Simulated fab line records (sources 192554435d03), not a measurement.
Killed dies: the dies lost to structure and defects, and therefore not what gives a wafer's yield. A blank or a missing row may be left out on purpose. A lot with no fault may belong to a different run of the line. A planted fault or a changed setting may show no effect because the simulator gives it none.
Matching of chambers    flow n5_finfet    N5_BEOL_M2_STRIP_36 on rie_diel-04: 4 sister chambers
The step strips in N2/H2. 18 wafers are shown with their chamber, then 9 later ones without.

== WAFERS, EACH WITH ITS CHAMBER ==
wafer   chamber  drypump_motor_current_A (A)  throttle_valve_pct (%)  showerhead_plenum_p_Torr (Torr)
L074.2  2        5.7                          23.6                    2.58
L074.4  0        6.1                          23.4                    2.60
L074.5  1        5.6                          23.8                    2.42
L075.1  2        5.7                          23.6                    2.58
L075.2  1        5.6                          23.8                    2.42
L075.5  1        5.6                          23.8                    2.42
L078.2  0        6.0                          23.2                    2.60
L078.3  2        5.7                          23.6                    2.58
L078.4  2        5.7                          23.6                    2.58
L082.1  2        5.7                          23.6                    2.57
L082.2  0        6.0                          23.2                    2.59
L082.3  1        5.6                          23.9                    2.41
L085.1  0        6.0                          23.3                    2.59
L085.4  3        5.0                          23.2                    2.61
L085.5  2        5.7                          23.6                    2.57
L089.1  2        5.6                          23.5                    2.57
L089.4  1        5.6                          23.7                    2.72
L089.6  2        5.7                          23.5                    2.57

SIGNATURES (means of the wafers above)
reading                   chamber 0  chamber 1  chamber 2  chamber 3  scatter within a chamber
drypump_motor_current_A   6.025      5.600      5.688      5.000      0.0341
throttle_valve_pct        23.275     23.800     23.575     23.200     0.0668
showerhead_plenum_p_Torr  2.5950     2.4780     2.5750     2.6100     0.0725
Rule: a wafer lies at a distance from a chamber equal to the root of the sum of squares, over the readings, of (its reading less the chamber's mean, divided by the reading's scatter). The wafer belongs to the nearest chamber; if the next one is less than 2 further off, it can't be placed. How the scatter is found: for the shown wafers, subtract from each reading the mean of its chamber, square and add these, divide the total by (wafers less chambers), then take the root.

== WAFERS WITH NO CHAMBER GIVEN ==
wafer   drypump_motor_current_A (A)  throttle_valve_pct (%)  showerhead_plenum_p_Torr (Torr)
L092.2  5.7                          23.5                    2.56
L092.4  6.0                          23.3                    2.58
L092.6  5.7                          23.6                    2.57
L095.1  5.7                          23.5                    2.56
L095.2  6.0                          23.3                    2.58
L095.5  5.6                          23.7                    2.72
L096.2  5.7                          23.5                    2.56
L096.4  6.1                          23.3                    2.58
L096.6  5.1                          23.2                    2.60

== EACH ONE'S CHAMBER ==
wafer   from the rows above      in truth
L092.2  2                        2
L092.4  0                        0
L092.6  2                        2
L095.1  2                        2
L095.2  0                        0
L095.5  can't be placed: 1 or 2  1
L096.2  2                        2
L096.4  0                        0
L096.6  3                        3
Placed correctly: 8 of 9. Unplaceable from these rows: 1, with the true chamber sitting among the candidates in 1. 0 placed wrongly.
